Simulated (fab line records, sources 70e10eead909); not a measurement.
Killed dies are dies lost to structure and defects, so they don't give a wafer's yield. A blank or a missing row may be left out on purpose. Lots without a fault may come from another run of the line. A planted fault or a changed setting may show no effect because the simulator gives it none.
Which tool did it? | flow nand_harc | 11 lots, 33 wafers sampled, at 6 steps of a route of 1302

WHAT THE GAUGES READ, wafer by wafer
NHARC_P_ZERO_WELL_CD_MEAS_11: target cd 500 nm.
lot  | measured     | on        | cd_nm (nm)
L743 | day 2 07:16  | cd_sem-02 | 499.5 501.6 501.0
L744 | day 2 17:15  | cd_sem-03 | 498.9 501.8 501.2
L745 | day 3 03:14  | cd_sem-03 | 496.8 500.4 500.0
L746 | day 3 13:07  | cd_sem-01 | 499.8 500.8 501.1
L750 | day 5 05:16  | cd_sem-03 | 501.5 498.3 500.8
L751 | day 5 15:14  | cd_sem-01 | 502.4 502.0 500.3
L755 | day 7 07:15  | cd_sem-01 | 498.9 500.4 503.6
L757 | day 8 03:14  | cd_sem-01 | 500.7 501.5 498.8
L760 | day 9 09:14  | cd_sem-02 | 444.6 446.6 443.1 444.9 446.8 443.1
L763 | day 10 15:14 | cd_sem-02 | 456.3 456.7 455.7 456.4 456.9 455.4
L765 | day 11 11:14 | cd_sem-01 | 465.8 466.4 468.7 465.5 466.8 468.6

NHARC_P_ZERO_WELL_CD_MEAS_52: target cd 2000 nm.
lot  | measured     | on        | cd_nm (nm)
L743 | day 2 11:53  | cd_sem-01 | 1999.9 1997.8 2000.3
L744 | day 2 21:52  | cd_sem-01 | 1998.7 2000.7 1999.8
L745 | day 3 07:43  | cd_sem-03 | 1999.1 2000.2 2000.3
L746 | day 3 17:34  | cd_sem-02 | 1997.1 1998.5 1997.3
L750 | day 5 09:37  | cd_sem-02 | 1999.9 2000.3 2000.2
L751 | day 5 19:47  | cd_sem-03 | 1997.7 1995.6 1999.1
L755 | day 7 11:49  | cd_sem-01 | 1998.3 1996.2 1998.0
L757 | day 8 08:18  | cd_sem-03 | 1998.7 1998.2 1998.7
L760 | day 9 17:09  | cd_sem-02 | 1999.3 1999.7 1999.7
L763 | day 11 00:41 | cd_sem-02 | 1998.1 2000.9 1998.8
L765 | day 12 00:31 | cd_sem-03 | 1999.9 2001.7 2000.9

NHARC_END_SORT_01.
lot  | measured     | on        | killed_at_array | killed_at_other | killed_at_periphery | killed_dies | killed_open | killed_short
L760 | day 32 03:21 | prober-01 | 58 40 52        | 0 0 1           | 25 15 19            | 83 55 72    | 4 5 2       | 3 0 4
L763 | day 33 11:19 | prober-01 | 68 57 65        | 4 2 5           | 5 7 7               | 77 66 77    | 4 6 1       | 1 3 3
L765 | day 34 13:50 | prober-01 | 37 54 53        | 1 1 2           | 2 3 2               | 40 58 57    | 4 6 1       | 1 2 2

WHICH TOOL RAN EACH LOT (tool, then ch and the chambers of the sampled wafers, then the start)
lot  | NHARC_P_ZERO_WELL_EXPOSE_08       | NHARC_P_ZERO_WELL_DESCUM_26        | NHARC_P_GATE_ETCH_104
L743 | krf_scanner-01 ch 0, day 2 07:06  | rie_diel-13 ch 0,2,3, day 2 08:53  | rie_diel-06 ch 0,2,3, day 5 09:23
L744 | krf_scanner-02 ch 0, day 2 17:06  | rie_diel-08 ch 0,1,2, day 2 18:47  | rie_diel-06 ch 0,2,3, day 5 21:11
L745 | krf_scanner-01 ch 0, day 3 03:05  | rie_diel-13 ch 0,1,2, day 3 04:44  | rie_diel-11 ch 1,2,3, day 6 10:26
L746 | krf_scanner-01 ch 0, day 3 12:58  | rie_diel-05 ch 0,1,3, day 3 14:33  | rie_diel-03 ch 1,2,3, day 6 10:35
L750 | krf_scanner-03 ch 0, day 5 05:06  | rie_diel-08 ch 1,3, day 5 06:45    | rie_diel-03 ch 0,1, day 8 11:11
L751 | krf_scanner-01 ch 0, day 5 15:05  | rie_diel-13 ch 0,2, day 5 16:44    | rie_diel-03 ch 1,3, day 8 15:41
L755 | krf_scanner-01 ch 0, day 7 07:06  | rie_diel-08 ch 2,3, day 7 08:48    | rie_diel-06 ch 2,3, day 11 04:10
L757 | krf_scanner-01 ch 0, day 8 03:05  | rie_diel-08 ch 0,1,2, day 8 05:10  | rie_diel-06 ch 1,2,3, day 11 04:40
L760 | krf_scanner-01 ch 0, day 9 09:05  | rie_diel-08 ch 0,1,2, day 9 14:11  | rie_diel-06 ch 0,1,3, day 12 21:07
L763 | krf_scanner-01 ch 0, day 10 15:05 | rie_diel-13 ch 0,1,2, day 10 20:14 | rie_diel-11 ch 0,2,3, day 14 00:27
L765 | krf_scanner-01 ch 0, day 11 11:05 | rie_diel-08 ch 0,1,2, day 11 20:44 | rie_diel-03 ch 0,2,3, day 14 17:56
- NHARC_P_ZERO_WELL_EXPOSE_08: exposes mask P ZERO, target cd 500 nm.
- NHARC_P_ZERO_WELL_DESCUM_26: chemistry O2, time 3 s.
- NHARC_P_GATE_ETCH_104: etches the open film in CF4/CHF3, target depth 60 nm.

WHAT THE TOOLS THEMSELVES READ (means of the sampled wafers that have a number; where no wafer has one, the mark that the record gives instead)
NHARC_P_ZERO_WELL_EXPOSE_08.
lot  | tool           | exposure_dose_mJ_cm2
L743 | krf_scanner-01 | 33.79
L744 | krf_scanner-02 | 33.81
L745 | krf_scanner-01 | 33.80
L746 | krf_scanner-01 | 33.83
L750 | krf_scanner-03 | 33.74
L751 | krf_scanner-01 | 33.76
L755 | krf_scanner-01 | 33.78
L757 | krf_scanner-01 | 33.78
L760 | krf_scanner-01 | 24.77
L763 | krf_scanner-01 | 26.56
L765 | krf_scanner-01 | 28.02

NHARC_P_ZERO_WELL_DESCUM_26.
lot  | tool        | drypump_motor_current_A (A) | mfc_ar_sccm (sccm) | o2_flow_sccm (sccm) | oes_product_au (a.u.) | rf_vpp_V (V) | showerhead_plenum_p_Torr (Torr) | throttle_valve_pct (%)
L743 | rie_diel-13 | 5.7                         | 0.002              | 200.0               | 1.002                 | 57.8         | 1.82                            | 11.312
L744 | rie_diel-08 | 6.1                         | 0.014              | 199.4               | 1.001                 | 57.6         | 1.83                            | 11.323
L745 | rie_diel-13 | 6.0                         | 0.009              | 200.0               | 1.014                 | 57.2         | 1.90                            | 11.312
L746 | rie_diel-05 | 5.9                         | 0.010              | 199.6               | 1.011                 | 56.8         | 1.84                            | 11.306
L750 | rie_diel-08 | 5.9                         | 0.000              | 200.3               | 1.004                 | 57.5         | 1.84                            | 11.303
L751 | rie_diel-13 | 5.7                         | 0.005              | 200.1               | 1.007                 | 56.7         | 1.80                            | 11.309
L755 | rie_diel-08 | 5.7                         | 0.011              | 200.2               | 1.010                 | 57.9         | 1.84                            | 11.313
L757 | rie_diel-08 | 6.1                         | 0.014              | 200.0               | 1.009                 | 57.6         | 1.82                            | 11.311
L760 | rie_diel-08 | 6.1                         | 0.014              | 200.2               | 1.000                 | 58.4         | 1.92                            | 11.313
L763 | rie_diel-13 | 6.0                         | 0.009              | 200.0               | 1.005                 | 58.4         | 1.98                            | 11.311
L765 | rie_diel-08 | 6.1                         | 0.014              | 199.5               | 1.004                 | 57.8         | 1.91                            | 11.318

NHARC_P_GATE_ETCH_104.
lot  | tool        | drypump_motor_current_A (A) | mfc_ar_sccm (sccm) | oes_product_au (a.u.) | rf_vpp_V (V) | showerhead_plenum_p_Torr (Torr) | throttle_valve_pct (%)
L743 | rie_diel-06 | 5.4                         | 0.001              | 0.970                 | 373.2        | 1.65                            | 16.797
L744 | rie_diel-06 | 5.4                         | 0.001              | 0.931                 | 372.8        | 1.65                            | 16.796
L745 | rie_diel-11 | 5.5                         | 0.002              | 0.928                 | 371.8        | 1.63                            | 16.804
L746 | rie_diel-03 | 5.5                         | 0.005              | 0.923                 | 372.5        | 1.61                            | 16.799
L750 | rie_diel-03 | 5.7                         | 0.015              | 0.943                 | 371.1        | 1.58                            | 16.805
L751 | rie_diel-03 | 5.5                         | 0.010              | 0.970                 | 372.0        | 1.64                            | 16.805
L755 | rie_diel-06 | 5.5                         | 0.001              | 0.922                 | 372.9        | 1.66                            | 16.789
L757 | rie_diel-06 | 5.7                         | 0.010              | 0.971                 | 373.8        | 1.67                            | 16.797
L760 | rie_diel-06 | 5.6                         | 0.010              | 0.970                 | 373.4        | 1.66                            | 16.795
L763 | rie_diel-11 | 5.5                         | 0.002              | 0.969                 | 371.0        | 1.58                            | 16.799
L765 | rie_diel-03 | 5.9                         | 0.005              | 0.924                 | 370.8        | 1.58                            | 16.795

THE ANSWER, worked out from the rows above alone
Rule: what is usual is taken from the lots themselves. Put in order of their means at a reading, lots are off if they are a third of the lots or fewer, leave a main group of 4 or more, and stand apart from it by a gap of 3 or more times the standard deviation of the main group's means; of several such gaps the widest counts. A main group whose means are all the same, to the digits that the tables above print for the reading, isn't used. A lot without any number at a reading at which 4 lots or more have one is off too. The other lots that the step has rows for count as sound. The gauges are gone through in route order, then the tools' own readings, and for those a lot's mean is taken as printed above. The first step at which some lot is off is used, and at that step the reading that is off furthest; a lot without a number counts as furthest.
Off: L760, L763, L765, at NHARC_P_ZERO_WELL_CD_MEAS_11 (cd_nm). The main group: mean 500.5 nm, standard deviation 0.67.
A tool fits if, at a process step before that reading, it ran every lot that is off, and no sound lot after the first of them. The gauges at NHARC_P_ZERO_WELL_CD_MEAS_11 aren't tried: what is off there is off at NHARC_P_ZERO_WELL_EXPOSE_08 too, on other tools, and a gauge's error can't cause that. One fits: krf_scanner-01 at NHARC_P_ZERO_WELL_EXPOSE_08. Its last sound lot is L757 (day 8 03:05), its first lot that is off L760 (day 9 09:05): a fault that began between those two fits.
The tool's own readings at NHARC_P_ZERO_WELL_EXPOSE_08 bear it out: on the lots that are off they differ by more than 5 times the standard deviation of the sound lots' means. exposure_dose_mJ_cm2 reads 26.45 there against 33.79 on the sound lots.

WHAT THE SIMULATOR HAD PUT IN
Process parameter drift: krf_scanner-01, from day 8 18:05 on, at NHARC_P_ZERO_WELL_EXPOSE_08. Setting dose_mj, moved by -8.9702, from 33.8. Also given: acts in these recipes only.
Lots struck among those shown: L760, L763, L765. The rule above found the same.
